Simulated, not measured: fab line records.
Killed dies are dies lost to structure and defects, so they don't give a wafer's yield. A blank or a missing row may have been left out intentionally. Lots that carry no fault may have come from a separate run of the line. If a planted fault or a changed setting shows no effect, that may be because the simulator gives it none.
fab line records | flow nand_harc
record lots=6 | wafers=17 | last_day=25
route steps=1159 shown P_GATE@127
lots that met no fault: from a run of the same line without faults
start_h: hours from the record's opening day to when the first of the lot's shown wafers began | wait_h: time in hours since the lot's previous step | " identical to the entry in the row above | L1.1+2: several wafers, shown together as one row | - no value, or no start was given | * or withheld: withheld | < > ~ a bound
route shown NAME@n: NAME is a module with steps in the file, n the number in the route of the first one | usual: mean and standard deviation over wafers with no fault | same: alike in all rows | chamber/n: place in a boat | sites: the reading at each site | _std_site: standard deviation across them | _edge_site: outer sites' mean less inner sites' | radius_mm: how far each site lies from the wafer's centre | mask NAME#n: copy n | behind: the last tool/chamber to shape the wafer | hold: what put the lot on hold/how long, in hours/how the hold closed | device: names the non-switching transistor (n, p or np) | end of line: tests of these same wafers at the route's end | where a step has no rows: the recipe by itself | killed: the dies lost at the first sort to structure and to defects; this is not the yield of the wafer | map: per-die view of a wafer (x killed, . not killed, _ where there is no die)
set.NAME: the setting the step ran with; set.NAME@STEP: the setting that earlier step ran with | model.NAME: the simulator's own value behind a step, which no gauge read
lots at selected steps of the route; one table per step, one row per wafer
services: from which hour (start_h, from the record's first day; less than 0 if before it) a tool's chamber was out of use, for how many hours, and why
## steps
# step NHARC_P_GATE_PRECLEAN_71
# recipe time_s=* | temp_c=50 | bath_age_min=0 | chemistry=SC1
# step NHARC_P_GATE_SRD_72
# step NHARC_P_GATE_OXIDE_16
# recipe target_thk_a=30 | temp_c=875 | ox_time_s=392 | material=SiO2
# step NHARC_P_GATE_CVD_17
# recipe target_thk_a=1500 | temp_c=620 | time_s=900 | material=poly-Si
# step NHARC_P_GATE_HM_DEP_102
# recipe target_thk_a=1200 | temp_c=400 | material=aC
# usual throttle_valve_pct=35.000/0.009
lot.wafer | tool       | chamber | start_h | wait_h | throttle_valve_pct
L894.1    | acl_dep-03 | 0       | 105.19  | 1.0    | 35.004
L894.2    | "          | 0       | "       | "      | 35.009
L894.5    | "          | 0       | "       | "      | 34.993
L895.1    | acl_dep-02 | 0       | 109.68  | 0.4    | 35.009
L895.2    | "          | 0       | "       | "      | 34.999
L895.6    | "          | 0       | "       | "      | 34.998
L902.2    | acl_dep-03 | 0       | 168.10  | 1.5    | 35.008
L902.4    | "          | 0       | "       | "      | 35.002
L902.5    | "          | 0       | "       | "      | 35.002
L905.1    | acl_dep-01 | 0       | 176.32  | 2.3    | 35.001
L905.2    | "          | 0       | "       | "      | 35.010
L913.1    | acl_dep-02 | 0       | 223.85  | 3.1    | 35.009
L913.2    | "          | 0       | "       | "      | 35.001
L913.6    | "          | 0       | "       | "      | 35.003
L914.1    | acl_dep-01 | 0       | 223.95  | 3.2    | 34.984
L914.2    | "          | 0       | "       | "      | 35.007
L914.5    | "          | 0       | "       | "      | 35.001
# step NHARC_P_GATE_DEP_103
# recipe target_thk_a=300 | target_thk_nm=30 | temp_c=400 | flow_sccm=200 | rf_w=350 | material=SiON
# usual heater_power_w=736/120
lot.wafer | tool     | chamber | start_h | wait_h | heater_power_w
L894.1    | pecvd-03 | 2       | 105.86  | 0.6    | 642
L894.2    | "        | 0       | "       | "      | 766
L894.5    | "        | 0       | "       | "      | 751
L895.2    | pecvd-02 | 1       | 110.36  | 0.5    | 741
L895.1    | "        | 2       | "       | "      | 903
L895.6    | "        | 0       | "       | "      | 669
L902.2    | pecvd-03 | 0       | 169.15  | 0.9    | 678
L902.4    | "        | 0       | "       | "      | 683
L902.5    | "        | 1       | "       | "      | 680
L905.2    | pecvd-03 | 0       | 177.37  | 0.8    | 784
L905.1    | "        | 2       | "       | "      | 626
L913.1    | pecvd-03 | 0       | 224.52  | 0.6    | 727
L913.2    | "        | 1       | "       | "      | 619
L913.6    | "        | 0       | "       | "      | 724
L914.1    | pecvd-04 | 0       | 224.61  | 0.6    | 681
L914.2    | "        | 1       | "       | "      | 814
L914.5    | "        | 1       | "       | "      | 804
# step NHARC_P_GATE_DEHYDRATE_18
# recipe temp_c=150 | time_s=120
# step NHARC_P_GATE_HMDS_19
# recipe time_s=30
# step NHARC_P_GATE_COAT_20
# recipe spin_rpm=1500 | resist_thk_nm=90
# step NHARC_P_GATE_SOFTBAKE_21
# recipe temp_c=105 | time_s=55
# step NHARC_P_GATE_EBR_22
# step NHARC_P_GATE_EXPOSE_23
# recipe na=1.35 | target_cd_nm=120 | dose_mj=93.91 | mask_id=P_GATE
# step NHARC_P_GATE_PEB_24
# recipe peb_temp_c=100 | peb_time_s=65
# usual exhaust_pa=45.1/0.9
lot.wafer | tool           | chamber | start_h | wait_h | exhaust_pa
L894.1    | litho_track-06 | 0       | 106.46  | 0.1    | 46.0
L894.2    | "              | 0       | "       | "      | 43.5
L894.5    | "              | 0       | "       | "      | 45.3
L895.1    | litho_track-04 | 0       | 110.93  | 0.1    | 43.7
L895.2    | "              | 0       | "       | "      | 45.3
L895.6    | "              | 0       | "       | "      | 44.7
L902.2    | litho_track-06 | 0       | 169.72  | 0.1    | 45.0
L902.4    | "              | 0       | "       | "      | 46.7
L902.5    | "              | 0       | "       | "      | 45.5
L905.1    | litho_track-06 | 0       | 177.96  | 0.1    | 45.1
L905.2    | "              | 0       | "       | "      | 46.0
L913.1    | litho_track-01 | 0       | 225.00  | 0.1    | 46.0
L913.2    | "              | 0       | "       | "      | 44.1
L913.6    | "              | 0       | "       | "      | 45.4
L914.1    | litho_track-04 | 0       | 225.24  | 0.1    | 45.5
L914.2    | "              | 0       | "       | "      | 45.4
L914.5    | "              | 0       | "       | "      | 44.7
# step NHARC_P_GATE_DEVELOP_25
# recipe develop_time_s=35 | dev_temp_c=23
# step NHARC_P_GATE_CD_MEAS_26
# recipe target_cd_nm=120 | landing_energy_ev=500
# usual cd_nm=120.1/0.49
# same landing_energy_ev=500
lot.wafer | tool      | chamber | start_h | wait_h | cd_nm
L894.1    | cd_sem-01 | 0       | 106.54  | -      | 121.2
L894.2    | "         | 0       | "       | "      | 120.2
L894.5    | "         | 0       | "       | "      | 120.1
L895.1    | cd_sem-03 | 0       | 111.01  | -      | 120.1
L895.2    | "         | 0       | "       | "      | 119.9
L895.6    | "         | 0       | "       | "      | 120.0
L902.2    | cd_sem-03 | 0       | 169.80  | -      | 116.5
L902.4    | "         | 0       | "       | "      | 119.9
L902.5    | "         | 0       | "       | "      | 119.9
L905.1    | cd_sem-03 | 0       | 178.04  | -      | 117.3
L905.2    | "         | 0       | "       | "      | 117.0
L913.1    | cd_sem-01 | 0       | 225.09  | -      | 119.9
L913.2    | "         | 0       | "       | "      | 120.6
L913.6    | "         | 0       | "       | "      | 119.8
L914.1    | cd_sem-01 | 0       | 225.32  | -      | 120.7
L914.2    | "         | 0       | "       | "      | 119.8
L914.5    | "         | 0       | "       | "      | 120.1
# step NHARC_P_GATE_OVL_MEAS_27
# usual overlay_x_nm=0.0/0.78 | overlay_y_nm=-0.2/0.85
lot.wafer | tool       | chamber | start_h | wait_h | overlay_x_nm | overlay_y_nm
L894.1    | overlay-01 | -       | 106.63  | -      | -0.5         | 0.3
L894.2    | "          | -       | "       | "      | -0.3         | 0.7
L894.5    | "          | -       | "       | "      | -0.3         | 0.2
L895.1    | overlay-02 | -       | 111.10  | -      | 0.4          | 0.9
L895.2    | "          | -       | "       | "      | 0.2          | 0.8
L895.6    | "          | -       | "       | "      | -0.2         | 0.7
L902.2    | overlay-02 | -       | 169.89  | -      | 0.1          | -0.3
L902.4    | "          | -       | "       | "      | 0.4          | -0.4
L902.5    | "          | -       | "       | "      | 0.0          | -0.3
L905.1    | overlay-01 | -       | 178.13  | -      | -0.5         | -1.8
L905.2    | "          | -       | "       | "      | 0.4          | -1.9
L913.1    | overlay-02 | -       | 225.17  | -      | 0.6          | 0.4
L913.2    | "          | -       | "       | "      | 0.6          | 0.5
L913.6    | "          | -       | "       | "      | 0.9          | 0.1
L914.1    | overlay-01 | -       | 225.41  | -      | 0.3          | -1.0
L914.2    | "          | -       | "       | "      | 0.3          | -0.4
L914.5    | "          | -       | "       | "      | 0.6          | -1.0
# step NHARC_P_GATE_INSPECT_28
# usual raw_defect_count=6/3.2
lot.wafer | tool              | chamber | start_h | wait_h | raw_defect_count
L894.1    | defect_inspect-02 | -       | 106.66  | 0.0    | 14
L894.2    | "                 | -       | "       | "      | 4
L894.5    | "                 | -       | "       | "      | 9
L895.1    | defect_inspect-02 | -       | 111.14  | 0.0    | 7
L895.2    | "                 | -       | "       | "      | 4
L895.6    | "                 | -       | "       | "      | 8
L902.2    | defect_inspect-02 | -       | 169.92  | 0.0    | 3
L902.4    | "                 | -       | "       | "      | 8
L902.5    | "                 | -       | "       | "      | 4
L905.1    | defect_inspect-01 | -       | 178.17  | 0.0    | 9
L905.2    | "                 | -       | "       | "      | 8
L913.1    | defect_inspect-01 | -       | 225.21  | 0.0    | 3
L913.2    | "                 | -       | "       | "      | 5
L913.6    | "                 | -       | "       | "      | 3
L914.1    | defect_inspect-02 | -       | 225.45  | 0.0    | 2
L914.2    | "                 | -       | "       | "      | 4
L914.5    | "                 | -       | "       | "      | 3
# step NHARC_P_GATE_DESCUM_31
# recipe time_s=3 | o2_flow_sccm=200 | ar_flow_sccm=0 | bias_power_w=0 | chemistry=O2
# usual drypump_motor_current_A=5.4/0.52 | oes_product_au=1.000/0.0094 | rf_vpp_V=57.7/0.92 | showerhead_plenum_p_Torr=1.92/0.082 | throttle_valve_pct=11.312/0.0087
lot.wafer | tool        | chamber | start_h | wait_h | drypump_motor_current_A | oes_product_au | rf_hours_counter_h | rf_vpp_V | showerhead_plenum_p_Torr | throttle_valve_pct | model.P_GATE.cd_nm
L894.1    | rie_diel-04 | 3       | 106.72  | 0.1    | 6.7                     | 0.987          | 44                 | 57.7     | 1.84                     | 11.310             | 121.4
L894.2    | "           | 2       | "       | "      | 5.4                     | 0.990          | 60                 | 58.2     | 1.92                     | 11.314             | 119.9
L894.5    | "           | 3       | "       | "      | 6.7                     | 0.989          | -                  | 57.1     | 1.84                     | 11.321             | 120.3
L895.1    | rie_diel-04 | 2       | 111.20  | 0.1    | 5.4                     | 0.983          | 63                 | 59.7     | 1.92                     | 11.296             | 119.7
L895.2    | "           | 0       | "       | "      | 5.9                     | 1.000          | 65                 | 59.5     | 1.98                     | 11.314             | 119.5
L895.6    | "           | 3       | "       | "      | 6.6                     | 1.003          | -                  | 57.7     | 1.84                     | 11.317             | 119.6
L902.4    | rie_diel-08 | 1       | 170.00  | 0.1    | 6.4                     | 0.992          | 16                 | 57.6     | 1.87                     | 11.289             | 119.4
L902.2    | "           | 2       | "       | "      | 5.2                     | 0.992          | 18                 | 57.0     | 2.07                     | 11.309             | 116
L902.5    | "           | 0       | "       | "      | 5.9                     | 0.988          | -                  | 56.4     | 1.80                     | 11.310             | 119.6
L905.2    | rie_diel-07 | 2       | 178.24  | 0.1    | 4.9                     | 1.012          | 16                 | 58.6     | 1.97                     | 11.313             | 116.4
L905.1    | "           | 0       | "       | "      | 5.3                     | 1.002          | 23                 | 57.4     | 1.98                     | 11.322             | 117.9
L913.2    | rie_diel-07 | 3       | 225.27  | 0.1    | 5.1                     | 0.996          | 29                 | 55.9     | 1.86                     | 11.313             | 120.7
L913.1    | "           | 0       | "       | "      | 5.3                     | 0.984          | 32                 | 57.7     | 1.98                     | 11.316             | 120.5
L913.6    | "           | 0       | "       | "      | 5.2                     | 0.985          | -                  | 57.2     | 1.98                     | 11.294             | 120
L914.1    | rie_diel-04 | 0       | 225.51  | 0.1    | 5.9                     | 1.000          | 40                 | 57.6     | 1.97                     | 11.311             | 119.7
L914.2    | "           | 1       | "       | "      | 5.0                     | 1.003          | 42                 | 57.6     | 1.90                     | 11.307             | 120
L914.5    | "           | 1       | "       | "      | 5.0                     | 1.000          | -                  | 57.5     | 1.90                     | 11.313             | 120.1
# step NHARC_P_GATE_ETCH_104
# recipe target_depth_a=600 | time_s=withheld | cf4_flow_sccm=100 | chf3_flow_sccm=30 | ar_flow_sccm=0 | rf_w=500 | bias_w=200 | chemistry=CF4/CHF3
# usual drypump_motor_current_A=5.4/0.54 | oes_product_au=0.948/0.019 | rf_vpp_V=370.8/2.3 | showerhead_plenum_p_Torr=1.58/0.063 | throttle_valve_pct=16.802/0.0093
lot.wafer | tool        | chamber | start_h | wait_h | drypump_motor_current_A | oes_product_au | rf_vpp_V | showerhead_plenum_p_Torr | throttle_valve_pct
L894.1    | rie_diel-04 | 2       | 106.81  | 0.1    | 5.4                     | 0.974          | 370.1    | 1.58                     | 16.806
L894.2    | "           | 0       | "       | "      | 5.9                     | 0.961          | 371.9    | 1.63                     | 16.795
L894.5    | "           | 2       | "       | "      | 5.4                     | 0.976          | 370.7    | 1.58                     | 16.810
L895.2    | rie_diel-04 | 3       | 111.41  | 0.2    | 6.7                     | 0.941          | 369.2    | 1.52                     | 16.797
L895.1    | "           | 2       | "       | "      | 5.4                     | 0.941          | 371.8    | 1.58                     | 16.801
L895.6    | "           | 3       | "       | "      | 6.7                     | 0.934          | 368.4    | 1.52                     | 16.823
L902.2    | rie_diel-08 | 1       | 170.07  | 0.1    | 6.4                     | 0.980          | 370.0    | 1.54                     | 16.820
L902.4    | "           | 0       | "       | "      | 5.9                     | 0.958          | 366.4    | 1.48                     | 16.821
L902.5    | "           | 1       | "       | "      | 6.4                     | 0.979          | 369.1    | 1.54                     | 16.809
L905.1    | rie_diel-07 | 2       | 178.33  | 0.1    | 5.0                     | 0.930          | 372.0    | 1.62                     | 16.812
L905.2    | "           | 0       | "       | "      | 5.3                     | 0.915          | 372.3    | 1.63                     | 16.828
L913.2    | rie_diel-07 | 2       | 225.39  | 0.1    | 5.0                     | 0.961          | 372.2    | 1.62                     | 16.800
L913.1    | "           | 3       | "       | "      | 5.1                     | 0.942          | 370.1    | 1.53                     | 16.796
L913.6    | "           | 2       | "       | "      | 4.9                     | 0.968          | 372.3    | 1.62                     | 16.807
L914.2    | rie_diel-04 | 3       | 225.59  | 0.1    | 6.7                     | 0.943          | 368.0    | 1.51                     | 16.784
L914.1    | "           | 0       | "       | "      | 5.9                     | 0.957          | 372.7    | 1.62                     | 16.818
L914.5    | "           | 0       | "       | "      | 5.9                     | 0.946          | 371.0    | 1.62                     | 16.806
# step NHARC_P_GATE_HM_OPEN_105
# recipe target_depth_a=3600 | o2_flow_sccm=400 | cos_flow_sccm=20 | ar_flow_sccm=0 | rf_w=500 | bias_w=300 | chemistry=O2/COS
# step NHARC_P_GATE_STRIP_106
# recipe o2_flow_sccm=400 | cos_flow_sccm=20 | ar_flow_sccm=0 | bias_w=0 | chemistry=O2/COS
# step NHARC_P_GATE_ETCH_114
# recipe target_depth_a=300 | overetch_a=30 | time_s=16.5 | ion_energy_ev=100 | cf4_flow_sccm=80 | o2_flow_sccm=20 | ar_flow_sccm=0 | rf_w=300 | bias_w=100 | chemistry=CF4/O2
# usual drypump_motor_current_A=5.4/0.52 | oes_product_au=1.000/0.008 | rf_vpp_V=198.0/1.5 | showerhead_plenum_p_Torr=1.34/0.056 | throttle_valve_pct=13.397/0.0096
lot.wafer | tool        | chamber | start_h | wait_h | drypump_motor_current_A | oes_product_au | rf_hours_counter_h | rf_vpp_V | showerhead_plenum_p_Torr | throttle_valve_pct
L894.1    | rie_diel-04 | 2       | -       | -      | 5.3                     | 1.004          | 60                 | 197.9    | 1.34                     | 13.395
L894.2    | "           | 3       | "       | "      | 6.7                     | 0.998          | 44                 | 198.5    | 1.29                     | 13.409
L894.5    | "           | 3       | "       | "      | 6.7                     | 0.995          | -                  | 197.6    | 1.29                     | 13.392
L895.2    | rie_diel-04 | 0       | -       | -      | 5.9                     | 0.995          | 65                 | 198.3    | 1.38                     | 13.374
L895.1    | "           | 1       | "       | "      | 5.0                     | 0.993          | 66                 | 197.5    | 1.34                     | 13.413
L895.6    | "           | 3       | "       | "      | 6.7                     | 1.005          | -                  | 196.1    | 1.29                     | 13.395
L902.2    | rie_diel-08 | 3       | -       | -      | 5.5                     | 1.004          | 18                 | 195.6    | 1.25                     | 13.388
L902.4    | "           | 0       | "       | "      | 5.9                     | 0.994          | 16                 | 196.9    | 1.26                     | 13.406
L902.5    | "           | 3       | "       | "      | 5.5                     | 1.003          | -                  | 195.6    | 1.25                     | 13.368
L905.2    | rie_diel-07 | 2       | -       | -      | 5.0                     | 1.010          | 17                 | 199.6    | 1.38                     | 13.406
L905.1    | "           | 1       | "       | "      | 5.0                     | 1.000          | 23                 | 198.9    | 1.40                     | 13.413
L913.2    | rie_diel-07 | 1       | -       | -      | 5.0                     | 1.005          | 30                 | 199.6    | 1.40                     | 13.394
L913.1    | "           | 3       | "       | "      | 5.1                     | 1.001          | 29                 | 195.7    | 1.30                     | 13.398
L913.6    | "           | 1       | "       | "      | 5.0                     | 1.010          | -                  | 196.6    | 1.40                     | 13.388
L914.2    | rie_diel-04 | 1       | -       | -      | 5.0                     | 1.007          | 42                 | 197.3    | 1.33                     | 13.383
L914.1    | "           | 3       | "       | "      | 6.7                     | 0.978          | 39                 | 196.9    | 1.28                     | 13.386
L914.5    | "           | 2       | "       | "      | 5.3                     | 1.000          | -                  | 197.6    | 1.33                     | 13.410
# step NHARC_P_GATE_ETCH_32
# recipe target_depth_a=1500 | over_etch_frac=1 | over_etch_ion_energy_ev=40 | time_s=100.1 | hbr_flow_sccm=150 | cl2_flow_sccm=50 | rf_w=400 | icp_w=400 | bias_w=100 | chemistry=HBr/Cl2
# usual drypump_motor_current_A=5.8/0.63 | oes_product_au=1.001/0.0071 | throttle_valve_pct=26.406/0.0092
# same over_etch_frac=1
lot.wafer | tool      | chamber | start_h | wait_h | drypump_motor_current_A | oes_product_au | rf_hours_counter_h | throttle_valve_pct | model.P_GATE.cd_nm
L894.2    | rie_si-03 | 3       | 107.19  | -      | 5.5                     | 1.011          | 1.2                | 26.416             | 122.3
L894.1    | "         | 2       | "       | "      | 4.9                     | 0.982          | 1.2                | 26.386             | 123.4
L894.5    | "         | 0       | "       | "      | 5.7                     | 0.997          | -                  | 26.414             | 121.1
L895.2    | rie_si-03 | 0       | 111.82  | -      | 5.7                     | 0.990          | 1.2                | 26.396             | 120
L895.1    | "         | 1       | "       | "      | 5.6                     | 0.996          | 0.8                | 26.402             | 124.5
L895.6    | "         | 0       | "       | "      | 5.7                     | 1.001          | -                  | 26.400             | 121.5
L902.2    | rie_si-05 | 1       | 170.49  | -      | 6.5                     | 1.006          | 0.9                | 26.409             | 113.3
L902.4    | "         | 2       | "       | "      | 6.0                     | 1.000          | 1.0                | 26.413             | 118.6
L902.5    | "         | 0       | "       | "      | 6.8                     | 0.992          | -                  | 26.422             | 117.9
L905.2    | rie_si-01 | 2       | 178.77  | -      | 6.7                     | 0.993          | 0.5                | 26.404             | 116.1
L905.1    | "         | 3       | "       | "      | 5.3                     | 0.998          | 0.5                | 26.392             | 118.2
L913.2    | rie_si-01 | 3       | 225.93  | -      | 5.2                     | 0.997          | 0.7                | 26.403             | 117.8
L913.1    | "         | 0       | "       | "      | 5.4                     | 0.992          | 0.8                | 26.403             | 118.8
L913.6    | "         | 2       | "       | "      | 6.9                     | 0.994          | -                  | 26.403             | 118.5
L914.2    | rie_si-03 | 3       | 226.42  | -      | 5.5                     | 1.014          | 0.6                | 26.397             | 119.3
L914.1    | "         | 1       | "       | "      | 5.6                     | 1.013          | 0.6                | 26.416             | 119.9
L914.5    | "         | 3       | "       | "      | 5.4                     | 1.009          | -                  | 26.405             | 119.5
# step NHARC_P_GATE_STRIP_108
# recipe o2_flow_sccm=500 | ar_flow_sccm=0 | bias_w=0 | chemistry=O2
# usual drypump_motor_current_A=5.4/0.51 | oes_product_au=0.999/0.0078 | rf_vpp_V=57.9/0.91 | showerhead_plenum_p_Torr=3.55/0.14 | throttle_valve_pct=17.037/0.0082
lot.wafer | tool        | chamber | start_h | wait_h | drypump_motor_current_A | oes_product_au | rf_hours_counter_h | rf_vpp_V | showerhead_plenum_p_Torr | throttle_valve_pct
L894.2    | rie_diel-07 | 0       | 107.37  | -      | 5.3                     | 0.988          | 10                 | 58.8     | 3.65                     | 17.039
L894.1    | "           | 1       | "       | "      | 5.0                     | 1.000          | 9                  | 56.0     | 3.71                     | 17.035
L894.5    | "           | 3       | "       | "      | 5.1                     | 0.995          | -                  | 58.3     | 3.44                     | 17.039
L895.2    | rie_diel-08 | 3       | 111.98  | -      | 5.5                     | 0.992          | 52                 | 56.6     | 3.33                     | 17.046
L895.1    | "           | 2       | "       | "      | 5.2                     | 1.013          | 51                 | 58.2     | 3.26                     | 17.045
L895.6    | "           | 0       | "       | "      | 5.9                     | 0.988          | -                  | 56.8     | 3.34                     | 17.035
L902.2    | rie_diel-07 | 2       | 170.62  | -      | 5.0                     | 0.999          | 16                 | 57.7     | 3.63                     | 17.042
L902.5    | "           | 2       | "       | "      | 5.0                     | 1.017          | -                  | 58.0     | 3.63                     | 17.031
L902.4    | "           | 1       | "       | "      | 5.0                     | 1.003          | -                  | 59.9     | 3.70                     | 17.027
L905.1    | rie_diel-04 | 1       | 178.95  | -      | 5.0                     | 0.990          | 24                 | 57.9     | 3.52                     | 17.041
L905.2    | "           | 2       | "       | "      | 5.4                     | 1.000          | 22                 | 57.2     | 3.52                     | 17.050
L913.1    | rie_diel-08 | 0       | 226.07  | -      | 5.9                     | 0.990          | 37                 | 58.4     | 3.32                     | 17.039
L913.2    | "           | 1       | "       | "      | 6.4                     | 1.001          | 37                 | 57.2     | 3.44                     | 17.036
L913.6    | "           | 0       | "       | "      | 5.9                     | 1.000          | -                  | 58.1     | 3.32                     | 17.041
L914.1    | rie_diel-07 | 0       | 226.58  | -      | 5.3                     | 1.008          | 32                 | 56.6     | 3.64                     | 17.056
L914.2    | "           | 3       | "       | "      | 5.1                     | 1.000          | 29                 | 58.2     | 3.43                     | 17.037
L914.5    | "           | 1       | "       | "      | 5.0                     | 1.001          | -                  | 57.7     | 3.69                     | 17.036
## services
tool           | chamber | start_h | hours | kind
rie_si-05      | -       | 86.05   | 0.8   | repair
litho_track-01 | -       | 93.00   | 7.0   | pm
rie_diel-07    | -       | 93.10   | 0.1   | repair
rie_diel-07    | 3       | 108.64  | 10.0  | repair
pecvd-03       | -       | 111.12  | 13.0  | pm
rie_diel-04    | -       | 111.99  | 9.0   | pm
rie_diel-07    | 2       | 112.09  | 6.9   | repair
acl_dep-01     | -       | 112.46  | 13.0  | pm
litho_track-06 | -       | 117.00  | 7.0   | pm
rie_diel-08    | -       | 124.93  | 9.0   | pm
rie_si-01      | -       | 127.00  | 9.0   | pm
rie_diel-07    | 2       | 136.51  | 10.7  | repair
litho_track-04 | -       | 141.00  | 7.0   | pm
rie_si-03      | 1       | 141.62  | 11.7  | repair
pecvd-02       | -       | 153.28  | 13.0  | pm
rie_si-03      | -       | 155.00  | 9.0   | pm
acl_dep-02     | -       | 167.53  | 13.0  | pm
rie_diel-07    | 3       | 168.76  | 12.6  | repair
rie_diel-07    | 1       | 187.53  | 10.0  | repair
rie_si-01      | 3       | 189.15  | 11.3  | repair
rie_diel-04    | 2       | 190.99  | 3.0   | repair
pecvd-04       | -       | 195.00  | 13.0  | pm
pecvd-02       | 0       | 209.19  | 7.2   | repair
acl_dep-03     | -       | 224.17  | 13.0  | pm
## key
first_sign step=NHARC_P_GATE_CD_MEAS_26 | reading=cd_nm | direction=down | sigmas=6.3 | usual=120.1 | struck=116.9
effect none on later readings
model_effect step=NHARC_P_GATE_DESCUM_31 | value=P_GATE.cd_nm | without=120.2 | struck=116.8
model_effect step=NHARC_P_GATE_ETCH_32 | value=P_GATE.cd_nm | without=119.3 | struck=115.9
met_at NHARC_P_GATE_PEB_24
struck_wafers L902.2,L905.1,L905.2
sort_left_out L905.1,L905.2
tester_left_out L902,L905
onset_between 106.46 169.72
fault kind=process_parameter_drift | tool=litho_track-06 | chamber=- | onset_h=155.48 | steps=NHARC_P_GATE_PEB_24 | channel=peb_time_s | offset=* | shape=step | end_h=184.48 | scope=struck_wafers_only | acts_in=* | stated=*
# tester_left_out: of these lots the tester's yield and bins aren't shown, on N5 and GAA mostly nor the transistor test; their killed dies are dies lost to structure and defects alone, not to doping, threshold or leakage, so they don't give the yield
# sort_left_out: the simulated sort isn't trusted on such a fault, so these wafers' sort isn't shown, and their yield isn't known
